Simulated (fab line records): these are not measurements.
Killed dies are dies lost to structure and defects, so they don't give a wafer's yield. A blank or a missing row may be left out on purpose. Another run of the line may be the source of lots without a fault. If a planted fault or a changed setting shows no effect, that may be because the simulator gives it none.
Split-lot experiment | flow n5-finfet | 7 lots, 39 wafers read, on a route of 1938 steps

== ON THE SPLIT ==
At N5_WELL_APT_IMPLANT_14, the setting energy-kev was moved away from the recipe's 160 on 12 of the 39 wafers read, by -9.6% to -5.4%. For the rest of the wafers, this setting stayed at what the recipe calls for.

The reading is taken at the split's own step.

== THE READING ==
The simulator's own value implant.drp-nm, read by no gauge, in nm at N5_WELL_APT_IMPLANT_14. The file gives no usual value for it.

wafer  | tool, chamber at the split | energy-kev as run | against the recipe | implant.drp-nm, nm | against lot-mates on the recipe
L075.1 | implanter-02, 0            | 160               | recipe             | 65.9               | -
L075.4 | implanter-02, 0            | 160               | recipe             | 65.9               | -
L075.6 | implanter-02, 0            | 160               | recipe             | 65.9               | -
L075.2 | implanter-02, 0            | 144.6             | -9.6%              | 61.03              | -4.87
L075.3 | implanter-02, 0            | 144.6             | -9.6%              | 61.03              | -4.87
L075.5 | implanter-02, 0            | 144.6             | -9.6%              | 61.03              | -4.87
L080.1 | implanter-02, 0            | 160               | recipe             | 65.9               | -
L080.3 | implanter-02, 0            | 160               | recipe             | 65.9               | -
L080.5 | implanter-02, 0            | 160               | recipe             | 65.9               | -
L080.2 | implanter-02, 0            | 148               | -7.5%              | 62.15              | -3.75
L080.4 | implanter-02, 0            | 148               | -7.5%              | 62.15              | -3.75
L080.6 | implanter-02, 0            | 148               | -7.5%              | 62.15              | -3.75
L081.1 | implanter-01, 0            | 151.3             | -5.4%              | 63.21              | -2.69
L081.2 | implanter-01, 0            | 151.3             | -5.4%              | 63.21              | -2.69
L081.4 | implanter-01, 0            | 151.3             | -5.4%              | 63.21              | -2.69
L081.3 | implanter-01, 0            | 160               | recipe             | 65.9               | -
L081.5 | implanter-01, 0            | 160               | recipe             | 65.9               | -
L081.6 | implanter-01, 0            | 160               | recipe             | 65.9               | -
L083.1 | implanter-02, 0            | 151               | -5.6%              | 63.12              | -2.78
L083.2 | implanter-02, 0            | 151               | -5.6%              | 63.12              | -2.78
L083.4 | implanter-02, 0            | 151               | -5.6%              | 63.12              | -2.78
L083.3 | implanter-02, 0            | 160               | recipe             | 65.9               | -
L083.5 | implanter-02, 0            | 160               | recipe             | 65.9               | -
L083.6 | implanter-02, 0            | 160               | recipe             | 65.9               | -
L087.1 | implanter-02, 0            | 160               | recipe             | 65.9               | -
L087.2 | implanter-02, 0            | 160               | recipe             | 65.9               | -
L087.3 | implanter-02, 0            | 160               | recipe             | 65.9               | -
L089.1 | implanter-01, 0            | 160               | recipe             | 65.9               | -
L089.2 | implanter-01, 0            | 160               | recipe             | 65.9               | -
L089.3 | implanter-01, 0            | 160               | recipe             | 65.9               | -
L089.4 | implanter-01, 0            | 160               | recipe             | 65.9               | -
L089.5 | implanter-01, 0            | 160               | recipe             | 65.9               | -
L089.6 | implanter-01, 0            | 160               | recipe             | 65.9               | -
L090.1 | implanter-02, 0            | 160               | recipe             | 65.9               | -
L090.2 | implanter-02, 0            | 160               | recipe             | 65.9               | -
L090.3 | implanter-02, 0            | 160               | recipe             | 65.9               | -
L090.4 | implanter-02, 0            | 160               | recipe             | 65.9               | -
L090.5 | implanter-02, 0            | 160               | recipe             | 65.9               | -
L090.6 | implanter-02, 0            | 160               | recipe             | 65.9               | -

THE FIT
A straight line over all 39 wafers: implant.drp-nm changes by +0.501 nm for each +1% of energy-kev; r = +1.00; the points scatter about the line by 0.02 nm.
The same after taking each lot's own level away (the mean of its wafers on the recipe; 39 wafers): +0.501 nm for each +1%; r = +1.00; scatter 0.02 nm.
On that fit, the largest move of energy-kev shifts the reading by 4.8 nm.
The lots' own levels span 65.900 to 65.900 nm.
So the lot-to-lot level changes the slope little: the two slopes agree.
Check: -4.82 nm against its lot-mates is what the line predicts for one of the wafers moved furthest among these (-9.6%) when that wafer is left out of the fit. It came out at -4.87 nm against them.

== THE WHOLE CHAIN: every reading that the file lists as answering this split, in the file's order ==
step                   | what it does | reading                                                         | change (the file's fit)               | r (the file's)
N5_WELL_APT_IMPLANT_14 |              | implant.rp-nm (the simulator's own value, which no gauge read)  | +2.11 nm for each +1% of the setting  | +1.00
N5_WELL_APT_IMPLANT_14 |              | implant.drp-nm (the simulator's own value, which no gauge read) | +0.501 nm for each +1% of the setting | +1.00

== FILE'S OWN FIT ==
implant.drp-nm changes by +0.501 nm for each +1% of energy-kev, r = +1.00.
